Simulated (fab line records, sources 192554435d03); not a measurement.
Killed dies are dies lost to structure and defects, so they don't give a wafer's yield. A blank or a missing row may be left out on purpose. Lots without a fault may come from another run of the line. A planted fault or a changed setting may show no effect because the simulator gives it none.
A struck lot beside a sound one | flow n5_finfet | 14 steps out of a route of 1938
Sound: wafers L935.1, L935.2, L935.3. Struck: wafer L938.2. (L938.3 of the same lot was not struck and is left out.) The cause comes at the end.
At each step with rows: each side's tool, then ch and its chambers, then its first start. Under that, the readings that differ: sound wafers | struck wafers | difference of the means | sigmas: that difference in standard deviations of wafers without a fault.
alike: readings whose means differ by less than 2 such deviations, and words and numbers that are the same on both sides. not compared: withheld readings, readings that some wafer has no value for, bounds like >300 that may hide the same value, and numbers for which the record gives no deviation and whose values overlap.
The two part at a step that has a row with sigmas, a row that says differs or no value, or rows on one side only. Numbers that don't overlap but have no deviation are shown without sigmas and don't part them. A reading that every wafer of one side lacks parts them only if that side has two wafers or more.

N5_SDB_CD_MEAS_11: target cd 50 nm.
  sound on cd_sem-03 ch 0, day 7 11:41; struck on cd_sem-01 ch 0, day 8 08:09
  alike: cd_nm
N5_SDB_OVL_MEAS_12:
  sound on overlay-01 ch 0, day 7 11:43; struck on overlay-02 ch 0, day 8 08:11
  alike: SDB_OVL
N5_SDB_INSPECT_13: inspects for defects (brightfield).
  sound on defect_inspect-01, day 7 12:01; struck on defect_inspect-01, day 8 08:13
  alike: raw_defect_count
N5_SDB_DESCUM_16: chemistry O2, time 7.9 s.
  sound on rie_diel-05 ch 0,1,3, day 7 12:03; struck on rie_diel-01 ch 3, day 8 08:14
  alike: drypump_motor_current_A, oes_product_au, rf_vpp_V, showerhead_plenum_p_Torr, throttle_valve_pct
  not compared: rf_hours_counter_h
then, 3 steps without rows for these wafers: N5_SDB_ETCH_17 (etches SiARC in CF4, target depth 23.4 nm, time 39 s); N5_SDB_ETCH_18 (etches SOC in N2/H2, target depth 100 nm, overetch 20 nm, time 150 s); N5_SDB_STRIP_19 (strips in N2/H2).
N5_SDB_STRIP_21: strips in CF4.
  sound on rie_diel-05 ch 0,1,3, day 7 12:16; struck on rie_diel-01 ch 3, day 8 08:27
  alike: cf4_flow_sccm, drypump_motor_current_A, oes_product_au, rf_vpp_V, showerhead_plenum_p_Torr, throttle_valve_pct
  not compared: rf_hours_counter_h
N5_SDB_HM_OPEN_20: chemistry CH3F/O2, target SiNx, stops on poly-Si, target depth 24 nm.
  sound on rie_diel-05 ch 0,1,3, day 7 12:17; struck on rie_diel-01 ch 3, day 8 08:28
  alike: bias_w, drypump_motor_current_A, oes_f_703_au, oes_product_au, rf_vpp_V, showerhead_plenum_p_Torr, throttle_valve_pct
  not compared: rf_hours_counter_h
N5_SDB_STRIP_22: strips in N2/H2.
  sound on plasma_asher-02 ch 0,1, day 7 12:22; struck on plasma_asher-01 ch 0, day 8 08:33
  alike: drypump_motor_current_A, heater_power_w, oes_product_au, strip_time_to_endpoint_s
  not compared: rf_hours_counter_h
then, 2 steps without rows for these wafers: N5_SDB_PRECLEAN_23 (cleans in dHF, time 30 s); N5_SDB_DUMMY_REMOVE_24 (chemistry TMAH, target poly-Si, stops on SiO2, target depth 142 nm, time 57 s, rinse time 30 s).
N5_SDB_ETCH_25: etches SiO2 in C4F6/O2, target depth 10 nm, time 3.3 s.
  sound on rie_diel-05 ch 1,2,3, day 7 12:35; struck on rie_diel-05 ch 3, day 8 08:46
  reading                  | sound             | struck | difference | sigmas
  rf_hours_counter_h (h)   | 29 238 42         | 245    | +142       |
  model.etch.depth_nm (nm) | 10.24 10.14 10.27 | 12.34  | +2.12      |
  alike: bias_w, drypump_motor_current_A, oes_f_703_au, oes_product_au, rf_vpp_V, showerhead_plenum_p_Torr, throttle_valve_pct
N5_SDB_CUT_ETCH_26: etches Si in HBr/Cl2/O2, target depth 129.6 nm, bt time 20 s, time 51.8 s.
  sound on rie_si-05 ch 1,2,3, day 7 12:40; struck on rie_si-05 ch 2, day 8 08:52
  reading                | sound      | struck | difference | sigmas
  rf_hours_counter_h (h) | 151 10 190 | 191    | +74        |
  alike: drypump_motor_current_A, oes_product_au, throttle_valve_pct
  not compared: bias_w

WHERE THEY PART
Nowhere in this record.

WHY: what the simulator had put in
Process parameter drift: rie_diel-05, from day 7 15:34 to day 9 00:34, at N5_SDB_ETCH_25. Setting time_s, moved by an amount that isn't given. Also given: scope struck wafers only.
